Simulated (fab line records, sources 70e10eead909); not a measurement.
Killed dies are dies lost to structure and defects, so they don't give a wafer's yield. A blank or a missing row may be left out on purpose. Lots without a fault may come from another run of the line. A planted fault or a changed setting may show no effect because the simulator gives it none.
fab line records | flow nand_harc
record lots=12 wafers=36 last_day=24
route steps=1159 shown P_CONTACT@233 END@1159
lots that met no fault: from a run of the same line without faults
start_h: hours from the record's first day to the start of the lot's first wafer shown | wait_h: hours since the lot's step before | " the same as in the row above | L1.1+2: a row that stands for several wafers | - no value, or no start given | * or withheld: withheld | < > ~ a bound
route shown NAME@n: a module of which the file shows steps, and the number in the route of the first | usual: mean/standard deviation of fault-free wafers | same: alike in all rows | chamber/n: place in a boat | sites: the reading at each site | _std_site: their standard deviation | _edge_site: outer sites' mean less inner sites' | radius_mm: how far each site lies from the wafer's centre | mask NAME#n: copy n | behind: the tool/chamber that last shaped the wafer | hold: why the lot was held/for how many hours/how that ended | device: the transistor (n, p or np) that didn't switch | end of line: the same wafers' tests at the end of the route | a step without rows: its recipe alone | killed: dies lost to structure and defects at the first sort, not the wafer's yield | map: a wafer's dies, x killed, . not, _ none there
set.NAME: the setting as run; set.NAME@STEP: as run at that earlier step | model.NAME: the simulator's own value behind a step, which no gauge read
steps of the route over a sample of lots; a table a step, a row a wafer
services: from which hour (start_h, from the record's first day; less than 0 if before it) a tool's chamber was out of use, for how many hours, and why
## steps
# step NHARC_P_CONTACT_OVL_MEAS_13
# usual overlay_x_nm=0.1/0.61 overlay_y_nm=-0.2/0.71
# columns lot.wafer tool chamber start_h wait_h overlay_x_nm overlay_y_nm
L415.2 overlay-02 - 117.33 - 0.7 0.6
L415.3 " - " " 0.0 0.2
L415.4 " - " " 0.3 0.6
L416.2 overlay-01 - 123.52 - -0.7 -0.4
L416.5 " - " " -0.6 -0.8
L416.6 " - " " 0.3 -0.7
L417.1 overlay-01 - 126.41 - -0.7 -0.7
L417.3 " - " " -0.4 -0.8
L417.4 " - " " -0.1 -0.6
L421.1 overlay-02 - 151.89 - 0.8 0.3
L421.2 " - " " 0.4 0.0
L421.5 " - " " 1.1 0.1
L426.1 overlay-02 - 185.51 - 1.3 0.7
L426.2 " - " " 1.1 0.5
L426.6 " - " " 1.0 1.1
L425.1 overlay-02 - 186.02 - -0.5 0.3
L425.4 " - " " 0.1 0.1
L425.6 " - " " 0.1 0.1
L428.1 overlay-01 - 191.30 - -0.5 -0.1
L428.4 " - " " -0.4 -0.7
L428.5 " - " " 0.1 -0.3
L430.1 overlay-02 - 205.78 - -0.8 0.0
L430.4 " - " " -1.0 -0.2
L430.6 " - " " -1.0 -0.1
L429.1 overlay-02 - 206.42 - 0.4 -0.5
L429.3 " - " " 0.3 -1.1
L429.6 " - " " 0.0 -0.9
L431.1 overlay-01 - 212.93 - 0.3 0.0
L431.2 " - " " 0.0 0.9
L431.3 " - " " 0.4 1.0
L432.1 overlay-02 - 217.43 - -0.9 -1.0
L432.2 " - " " -1.1 -0.7
L432.6 " - " " -1.2 -1.1
L433.1 overlay-02 - 224.78 - 0.7 -0.3
L433.3 " - " " -0.1 -0.7
L433.6 " - " " -0.3 -1.0
# step NHARC_P_CONTACT_STRIP_28
# recipe o2_flow_sccm=500 ar_flow_sccm=0 bias_w=0 chemistry=O2
# usual drypump_motor_current_A=5.86/0.3 oes_product_au=0.994/0.013 rf_vpp_V=57.9/0.85 showerhead_plenum_p_Torr=3.48/0.12 throttle_valve_pct=17.036/0.0099
# columns lot.wafer tool chamber start_h wait_h drypump_motor_current_A oes_product_au rf_hours_counter_h rf_vpp_V showerhead_plenum_p_Torr throttle_valve_pct
L415.2 rie_diel-03 0 118.41 0.1 5.41 0.980 7 57.0 3.43 17.041
L415.3 " 1 " " 6.00 1.005 7 58.3 3.43 17.033
L415.4 " 2 " " 5.88 1.001 7 58.5 3.59 17.056
L416.2 rie_diel-07 1 124.62 0.1 5.88 1.006 9 59.2 3.72 17.026
L416.5 " 2 " " 6.08 0.985 - 58.2 3.36 17.032
L416.6 " 3 " " 5.50 1.013 - 57.9 3.52 17.034
L417.3 rie_diel-03 1 127.61 0.1 5.98 1.001 8 58.0 3.43 17.033
L417.1 " 2 " " 5.87 0.996 7 57.4 3.59 17.041
L417.4 " 3 " " 6.06 1.005 8 58.1 3.55 17.016
L421.1 rie_diel-03 2 152.95 0.1 5.90 1.005 9 58.5 3.58 17.039
L421.2 " 0 " " 5.43 0.966 10 57.0 3.43 17.044
L421.5 " 1 " " 6.00 0.995 - 55.9 3.43 17.043
L426.1 rie_diel-07 0 186.82 0.1 5.84 0.980 15 56.8 3.30 17.041
L426.2 " 1 " " 5.84 1.003 15 58.4 3.72 17.034
L426.6 " 1 " " 5.88 0.994 - 58.8 3.72 17.029
L425.4 rie_diel-03 1 187.18 0.1 5.99 0.992 13 57.8 3.42 17.041
L425.1 " 3 " " 6.06 1.010 13 57.8 3.55 17.045
L425.6 " 2 " " 5.89 1.003 - 56.6 3.58 17.039
L428.1 rie_diel-07 1 192.34 0.1 5.87 0.989 15 60.5 3.71 17.048
L428.4 " 3 " " 5.50 1.019 16 56.8 3.52 17.047
L428.5 " 2 " " 6.08 0.989 - 57.0 3.35 17.043
L430.4 rie_diel-03 2 206.90 0.1 5.89 0.999 13 57.7 3.58 17.043
L430.1 " 3 " " 6.09 0.999 14 58.1 3.55 17.032
L430.6 " 0 " " 5.37 0.969 - 57.2 3.43 17.034
L429.1 rie_diel-07 3 207.46 0.1 5.54 1.015 17 57.5 3.52 17.044
L429.3 " 0 " " 5.85 0.990 16 57.6 3.30 17.032
L429.6 " 3 " " 5.50 1.016 - 58.6 3.52 17.041
L431.2 rie_diel-03 1 214.03 0.1 5.99 0.994 16 58.9 3.42 17.028
L431.3 " 2 " " 5.89 0.992 14 58.3 3.58 17.029
L431.1 " 3 " " 6.04 1.000 15 58.3 3.55 17.032
L432.1 rie_diel-07 0 218.49 0.1 5.86 0.984 18 57.4 3.29 17.045
L432.2 " 3 " " 5.51 1.016 19 57.9 3.52 17.031
L432.6 " 1 " " 5.86 0.994 - 59.7 3.71 17.046
L433.1 rie_diel-01 0 225.84 0.1 6.62 0.979 31 57.9 3.46 17.034
L433.3 " 2 " " 5.93 0.995 30 58.5 3.49 17.060
L433.6 " 0 " " 6.64 0.982 - 58.9 3.46 17.035
# step NHARC_P_CONTACT_ALD_22
# recipe target_thk_a=30 pulse_time_s=1 ald_cycles=150 temp_c=450 material=TiN
# usual heater_power_w=1051/110 precursor_pulse_height_rel=0.999/0.019
# columns lot.wafer tool chamber start_h wait_h heater_power_w precursor_pulse_height_rel
L415.3 ald_metal-02 3 119.36 - 898 1.012
L415.2 " 0 " " 937 1.010
L415.4 " 0 " " 976 0.999
L416.2 ald_metal-02 3 125.87 - 908 1.011
L416.5 " 3 " " 910 0.978
L416.6 " 2 " " 1214 1.023
L417.1 ald_metal-01 3 128.48 - 1139 0.992
L417.3 " 0 " " 1201 1.007
L417.4 " 1 " " 1106 0.990
L421.1 ald_metal-02 1 153.82 - 1095 1.012
L421.2 " 0 " " 968 0.981
L421.5 " 1 " " 1101 1.009
L426.2 ald_metal-01 1 187.70 - 1092 0.995
L426.1 " 0 " " 1251 0.990
L426.6 " 2 " " 968 0.984
L425.4 ald_metal-01 1 188.09 - 1092 1.010
L425.1 " 2 " " 961 0.984
L425.6 " 0 " " 1211 1.003
L428.1 ald_metal-01 1 193.22 - 1068 0.989
L428.4 " 0 " " 1217 0.992
L428.5 " 2 " " 970 0.968
L430.4 ald_metal-02 0 207.77 - 984 1.038
L430.1 " 2 " " 1218 0.998
L430.6 " 0 " " 1000 0.996
L429.1 ald_metal-01 0 208.40 - 1253 0.994
L429.3 " 1 " " 1129 0.995
L429.6 " 1 " " 1078 1.037
L431.1 ald_metal-04 1 215.02 - 873 0.984
L431.3 " 2 " " 1083 1.038
L431.2 " 3 " " 1006 0.979
L432.1 ald_metal-04 1 219.40 - 841 1.001
L432.2 " 2 " " 1065 0.960
L432.6 " 1 " " 855 1.003
L433.1 ald_metal-02 3 226.83 - 953 0.973
L433.3 " 0 " " 997 0.958
L433.6 " 2 " " 1220 0.971
# step NHARC_P_CONTACT_CVD_23
# recipe target_thk_a=2000 temp_c=300 pressure_torr=40 wf6_flow_sccm=40 h2_flow_sccm=1600 ar_flow_sccm=1560 time_s=557 material=W
# usual chamber_pressure_Torr=40.00/0.085 heater_power_outer_w=289/43 heater_power_w=505/67 mfc_wf6_sccm=40.01/0.12 throttle_valve_pct=7.9/0.41
# columns lot.wafer tool chamber start_h wait_h chamber_pressure_Torr heater_power_outer_w heater_power_w mfc_wf6_sccm throttle_valve_pct
L415.2 cvd_w-01 1 125.38 - 39.87 298 553 39.98 8.4
L415.3 " 0 " " 39.84 310 492 39.78 7.7
L415.4 " 1 " " 39.82 288 558 40.16 8.5
L416.2 cvd_w-01 0 131.52 - 40.08 310 502 40.00 7.9
L416.6 " 1 " " 40.02 291 539 40.02 8.0
L416.5 " 0 " " 39.98 303 513 40.07 7.7
L417.1 cvd_w-01 1 132.83 - 39.96 295 537 40.01 8.7
L417.3 " 1 " " 39.95 296 537 39.96 8.1
L417.4 " 0 " " 39.86 317 492 40.02 7.7
L421.2 cvd_w-02 0 158.02 - 39.90 217 405 39.91 7.7
L421.1 " 1 " " 39.97 327 559 40.04 7.7
L421.5 " 0 " " 40.07 212 406 39.88 7.7
L426.1 cvd_w-02 1 191.79 - 40.15 330 581 40.12 7.3
L426.2 " 0 " " 40.03 218 394 39.92 8.0
L426.6 " 0 " " 40.03 213 406 40.09 8.2
L425.1 cvd_w-02 1 192.33 - - - - - -
L425.4 " 0 " " - - - - -
L425.6 " 1 " " - - - - -
L428.1 cvd_w-01 0 195.52 - - - - - -
L428.4 " 0 " " - - - - -
L428.5 " 1 " " - - - - -
L430.1 cvd_w-01 0 210.21 - 39.96 306 485 39.94 7.6
L430.4 " 0 " " 40.03 311 500 39.95 7.7
L430.6 " 0 " " 40.09 313 506 40.18 7.7
L429.1 cvd_w-01 0 210.75 - - - - - -
L429.3 " 1 " " - - - - -
L429.6 " 1 " " - - - - -
L431.1 cvd_w-02 0 217.42 - 39.94 210 388 40.10 7.8
L431.2 " 1 " " 39.96 335 564 40.02 7.4
L431.3 " 1 " " 40.12 326 563 39.85 7.4
L432.2 cvd_w-01 0 219.96 - 40.01 311 512 40.14 7.8
L432.1 " 1 " " 40.09 283 545 40.08 8.2
L432.6 " 0 " " 40.07 318 504 39.87 7.8
L433.1 cvd_w-01 0 229.29 - 40.13 303 492 39.92 7.8
L433.3 " 0 " " 40.00 313 502 39.76 7.9
L433.6 " 1 " " 40.02 297 543 39.92 8.3
# step NHARC_P_CONTACT_CMP_24
# recipe t_overpolish_s=30 target_thk_nm=200
# usual motor_current_A=12.1/1.1 overpolish_run_s=30.000/0.0088 time_to_endpoint_s=38/3.9
# same t_overpolish_s=30
# columns lot.wafer tool chamber start_h wait_h motor_current_A overpolish_run_s time_to_endpoint_s
L415.4 cmp-04 2 125.94 0.3 13.6 29.986 35
L415.2 " 3 " " 11.6 29.997 35
L415.3 " 0 " " 10.7 29.992 35
L416.2 cmp-04 3 132.10 0.5 11.6 29.998 37
L416.5 " 2 " " 13.9 30.007 31
L416.6 " 3 " " 11.9 30.000 35
L417.3 cmp-02 1 133.48 0.4 11.1 30.004 45
L417.4 " 2 " " 12.8 29.986 39
L417.1 " 0 " " 12.8 29.994 39
L421.2 cmp-01 1 158.69 0.6 12.6 30.013 44
L421.1 " 0 " " 11.0 30.013 41
L421.5 " 2 " " 11.8 29.990 36
L426.2 cmp-04 1 192.44 0.5 13.5 30.002 36
L426.1 " 3 " " 11.5 29.987 36
L426.6 " 2 " " 13.8 30.000 36
L425.1 cmp-04 0 193.02 0.6 11.5 30.006 1
L425.4 " 1 " " 13.4 29.994 0
L425.6 " 0 " " 10.8 29.992 1
L428.1 cmp-04 3 196.12 0.5 12.0 30.004 0
L428.4 " 1 " " 12.7 29.999 1
L428.5 " 2 " " 13.5 30.007 0
L430.1 cmp-04 0 210.89 0.6 11.2 29.997 35
L430.4 " 1 " " 13.2 30.006 38
L430.6 " 0 " " 11.1 29.992 34
L429.1 cmp-02 2 211.43 0.6 12.1 30.008 2
L429.3 " 0 " " 12.0 30.017 0
L429.6 " 1 " " 11.7 30.003 2
L431.1 cmp-01 3 218.06 0.6 10.5 30.002 32
L431.3 " 0 " " 10.7 30.003 43
L431.2 " 1 " " 12.0 29.993 44
L432.2 cmp-04 0 220.64 0.6 10.9 30.018 36
L432.1 " 2 " " 13.5 29.997 31
L432.6 " 3 " " 11.8 29.996 36
L433.3 cmp-01 0 229.89 0.3 11.2 30.006 44
L433.1 " 1 " " 11.6 30.001 41
L433.6 " 3 " " 11.6 30.004 34
# step NHARC_END_SORT_01
# recipe temp_c=25
# usual killed_at_array=26/9.1 killed_at_other=0.7/0.9 killed_at_periphery=3.6/2.8 killed_dies=30/9.2 killed_open=3.0/1.9 killed_short=2.0/1.4
# same gross_dies=677
# columns lot.wafer tool chamber start_h wait_h killed_at_array killed_at_other killed_at_periphery killed_dies killed_open killed_short
L428.1 prober-01 0 512.37 2.5 32 1 644 677 1 3
L428.4 prober-01 0 514.77 3.4 33 0 644 677 2 1
L428.5 prober-01 0 515.56 3.7 31 1 645 677 1 2
L425.1 prober-02 0 537.37 2.5 39 1 637 677 2 2
L425.4 prober-02 0 539.78 3.4 40 1 636 677 4 1
L425.6 prober-02 0 541.38 4.0 32 1 644 677 7 2
L430.1 prober-01 0 553.94 2.5 35 1 4 40 5 0
L430.4 prober-01 0 556.33 3.4 23 1 10 34 2 0
L430.6 prober-01 0 557.92 4.0 29 1 6 36 4 1
L429.1 prober-01 0 561.74 2.5 26 0 651 677 4 0
L429.3 prober-01 0 563.36 3.1 16 0 661 677 2 3
L429.6 prober-01 0 565.79 4.0 22 1 654 677 1 1
L433.1 prober-01 0 577.52 2.5 50 0 2 52 2 2
L433.3 prober-01 0 579.10 3.1 62 0 2 64 3 5
L433.6 prober-01 0 581.47 4.0 37 1 1 39 1 2
# killed by level:class
L428.1 P_CONTACT:area_cvd=643 A_SLIT:chamber_film_flake=13 A_CONTACT:chamber_film_flake=7 A_CHANNEL_HOLE_D1:chamber_film_flake=6 A_STAIRCASE:chamber_film_flake=3 P_M0:geometric_particle:short=1 A_ONON_D1:geometric_particle:open=1 A_ONON_D1:geometric_particle:short=1
L428.4 P_CONTACT:area_cvd=642 A_SLIT:chamber_film_flake=12 A_CONTACT:chamber_film_flake=7 A_CHANNEL_HOLE_D1:chamber_film_flake=4 A_STAIRCASE:chamber_film_flake=4 A_WL_FILL:chamber_film_flake=3 P_STI:geometric_particle:open=1 A_WL_FILL:geometric_particle:short=1
L428.5 P_CONTACT:area_cvd=642 A_SLIT:chamber_film_flake=11 A_STAIRCASE:chamber_film_flake=7 A_CONTACT:chamber_film_flake=5 A_CHANNEL_HOLE_D1:chamber_film_flake=4 P_GATE:chamber_film_flake=2 A_SOURCE_PLATE:geometric_particle:open=1 A_ONON_D1:geometric_particle:short=1
L425.1 P_CONTACT:area_cvd=633 A_SLIT:chamber_film_flake=16 A_CHANNEL_HOLE_D1:chamber_film_flake=15 A_CONTACT:chamber_film_flake=5 P_M1:chamber_film_flake=2 P_CONTACT:geometric_particle:short=1 P_M2:geometric_particle:open=1 A_WL_FILL:geometric_particle:open=1
L425.4 P_CONTACT:area_cvd=632 A_CHANNEL_HOLE_D1:chamber_film_flake=19 A_SLIT:chamber_film_flake=13 A_STAIRCASE:chamber_film_flake=3 A_WL_FILL:chamber_film_flake=2 P_CONTACT:geometric_particle:open=1 P_M0:geometric_particle:open=1 A_CHANNEL_HOLE_D1:geometric_particle:open=1
L425.6 P_CONTACT:area_cvd=642 A_CHANNEL_HOLE_D1:chamber_film_flake=10 A_SLIT:chamber_film_flake=9 A_STAIRCASE:chamber_film_flake=3 A_M0:geometric_particle:open=2 A_CONTACT:chamber_film_flake=2 P_M0:geometric_particle:open=1 P_M2:geometric_particle:open=1
L430.1 A_SLIT:chamber_film_flake=15 A_CHANNEL_HOLE_D1:chamber_film_flake=7 A_CHANNEL_FILL_D1:chamber_film_flake=4 A_CONTACT:chamber_film_flake=4 A_WL_FILL:geometric_particle:open=2 P_BONDPAD:chamber_film_flake=2 P_GATE:geometric_particle:open=1 A_CHANNEL_FILL_D1:geometric_particle:open=1
L430.4 A_SLIT:chamber_film_flake=10 P_BONDPAD:chamber_film_flake=6 A_CONTACT:chamber_film_flake=5 P_ZERO_WELL:chamber_film_flake=4 A_CHANNEL_HOLE_D1:chamber_film_flake=4 A_CHANNEL_HOLE_D1:geometric_particle:open=1 A_M1:geometric_particle:open=1 A_WL_FILL:chamber_film_flake=1
L430.6 A_SLIT:chamber_film_flake=11 A_CHANNEL_HOLE_D1:chamber_film_flake=6 A_CONTACT:chamber_film_flake=4 P_BONDPAD:chamber_film_flake=3 A_CHANNEL_FILL_D1:chamber_film_flake=3 A_CONTACT:geometric_particle:open=2 P_ZERO_WELL:chamber_film_flake=2 A_CHANNEL_FILL_D1:geometric_particle:short=1
L429.1 P_CONTACT:area_cvd=640 A_CHANNEL_HOLE_D1:chamber_film_flake=19 P_BONDPAD:chamber_film_flake=7 A_CONTACT:chamber_film_flake=4 A_M0:geometric_particle:open=2 P_M1:chamber_film_flake=2 P_CONTACT:geometric_particle:open=1 A_CONTACT:geometric_particle:open=1
L429.3 P_CONTACT:area_cvd=653 A_CHANNEL_HOLE_D1:chamber_film_flake=10 P_BONDPAD:chamber_film_flake=4 A_CONTACT:chamber_film_flake=3 P_GATE:geometric_particle:short=1 P_CONTACT:geometric_particle:open=1 A_CHANNEL_HOLE_D1:geometric_particle:short=1 A_SGD_CUT:geometric_particle:open=1
L429.6 P_CONTACT:area_cvd=644 A_CHANNEL_HOLE_D1:chamber_film_flake=19 P_BONDPAD:chamber_film_flake=5 P_ZERO_WELL:chamber_film_flake=2 P_CONTACT:geometric_particle:open=1 P_CONTACT:geometric_particle:short=1 P_M1:chamber_film_flake=1 A_WL_FILL:chamber_film_flake=1
L433.1 A_SLIT:chamber_film_flake=20 A_CHANNEL_HOLE_D1:chamber_film_flake=17 A_CONTACT:chamber_film_flake=9 P_M0:geometric_particle:short=1 A_CONTACT:geometric_particle:open=1 A_BLC:geometric_particle:open=1 A_M0:geometric_particle:short=1 P_GATE:chamber_film_flake=1
L433.3 A_CHANNEL_HOLE_D1:chamber_film_flake=22 A_SLIT:chamber_film_flake=20 A_CONTACT:chamber_film_flake=5 A_ZERO_WELL:chamber_film_flake=4 A_CHANNEL_FILL_D1:chamber_film_flake=4 P_CONTACT:geometric_particle:open=1 A_ONON_D1:geometric_particle:short=1 A_CHANNEL_FILL_D1:geometric_particle:short=1
L433.6 A_SLIT:chamber_film_flake=15 A_CHANNEL_HOLE_D1:chamber_film_flake=14 A_CONTACT:chamber_film_flake=7 P_CONTACT:geometric_particle:short=1 A_CHANNEL_HOLE_D1:geometric_particle:open=1 STARTING-WAFER:geometric_particle:short=1
## services
# columns tool chamber start_h hours kind
ald_metal-01 - 102.00 10.0 pm
cmp-04 - 105.00 4.0 pm
rie_diel-03 2 105.56 2.8 repair
ald_metal-02 1 107.62 26.8 repair
cvd_w-01 - 111.00 13.0 pm
cmp-04 - 125.14 0.7 repair
rie_diel-07 2 125.49 5.3 repair
rie_diel-03 2 127.68 7.1 repair
cmp-02 - 128.50 4.0 pm
cmp-04 - 141.47 1.0 repair
cmp-02 - 146.67 3.4 repair
cmp-04 - 148.04 2.2 repair
rie_diel-03 2 155.35 11.9 repair
cmp-01 - 165.91 3.8 repair
cmp-01 - 179.50 4.0 pm
rie_diel-07 - 182.65 0.2 repair
ald_metal-02 - 186.00 10.0 pm
cmp-01 - 188.82 0.6 repair
cvd_w-02 - 195.66 13.0 pm
rie_diel-03 3 198.12 6.9 repair
cmp-04 - 201.08 4.0 repair
cmp-04 - 212.70 1.4 repair
rie_diel-03 - 215.31 9.0 pm
rie_diel-07 - 228.20 9.0 pm
## key
first_sign step=NHARC_P_CONTACT_CVD_23 reading=tool_record direction=missing
effect step=NHARC_P_CONTACT_CMP_24 reading=time_to_endpoint_s direction=down sigmas=9.6 usual=* struck=* through=*
effect step=NHARC_END_SORT_01 reading=killed_at_periphery direction=up sigmas=99+ usual=3.6 struck=646.2
more_kills_born_at NHARC_P_CONTACT_CVD_23@cvd_w-01=3864 NHARC_P_CONTACT_CVD_23@cvd_w-02=1907
met_at NHARC_P_CONTACT_CVD_23
struck_lots L425,L428,L429
later_rows_left_out L425.1,L425.4,L425.6,L428.1,L428.4,L428.5,L429.1,L429.3,L429.6
tester_left_out L425,L428,L429
loop_trim step=NHARC_P_CONTACT_EXPOSE_09 setting=dose lots=L425,L428
not_acting_at NHARC_P_CONTACT_OVL_MEAS_13,NHARC_P_CONTACT_STRIP_28,NHARC_P_CONTACT_ALD_22
onset_between 191.79 192.33
fault kind=skipped_step_whole tool=cvd_w-01,cvd_w-02 chamber=- onset_h=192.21 steps=NHARC_P_CONTACT_CVD_23 scope=struck_lots_only
# tester_left_out: of these lots the tester's yield and bins aren't shown, on N5 and GAA mostly nor the transistor test; their killed dies are dies lost to structure and defects alone, not to doping, threshold or leakage, so they don't give the yield
# later_rows_left_out: the simulator's readings of these wafers behind a module that went badly wrong aren't trusted and aren't shown, but for the sort
# loop_trim: a control loop set the setting to another value than it would have without faults
